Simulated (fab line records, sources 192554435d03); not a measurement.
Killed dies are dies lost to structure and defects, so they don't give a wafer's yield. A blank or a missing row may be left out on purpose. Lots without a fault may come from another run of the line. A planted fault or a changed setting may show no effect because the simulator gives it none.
Chamber matching | flow n5_finfet | N5_BEOL_M0_SAQP_HM_DEP_111 on pecvd-01: 3 sister chambers
The step deposits SiO2 from SiH4/N2O, target thk 12 nm, time 7.2 s. 3 wafers are shown with their chamber, then 9 later ones without.

WAFERS WITH THEIR CHAMBER
wafer  | chamber | showerhead_plenum_p_Torr (Torr)
L086.2 | 2       | 8.18
L094.4 | 1       | 8.14
L094.5 | 0       | 8.25

WAFERS WITHOUT THEIR CHAMBER
wafer  | showerhead_plenum_p_Torr (Torr)
L092.1 | 8.18
L092.2 | 8.13
L092.5 | 8.18
L096.2 | 8.15
L096.4 | 8.13
L096.6 | 8.25
L097.2 | 8.17
L097.3 | 8.27
L097.5 | 8.17

WHICH CHAMBER EACH WENT THROUGH
wafer  | from the rows above | in truth
L092.1 | 2                   | 2
L092.2 | 1                   | 1
L092.5 | 2                   | 2
L096.2 | 1                   | 1
L096.4 | 1                   | 1
L096.6 | 0                   | 0
L097.2 | 2                   | 2
L097.3 | 0                   | 0
L097.5 | 2                   | 2
Placed correctly: 9 of 9. Can't be placed from these rows: 0. Placed wrongly: 0.
How it was worked out, from the rows above alone: a wafer's distance from a chamber is the root of the sum, over the readings, of the square of ((its reading less the chamber's mean) divided by the reading's scatter). The wafer belongs to the nearest chamber; if the next one is less than 2 further off, it can't be placed. A chamber's mean is the mean of its shown wafers. The scatter: with one shown wafer a chamber, the root of the mean of the squares of how far each hidden wafer lies from its nearest shown one.
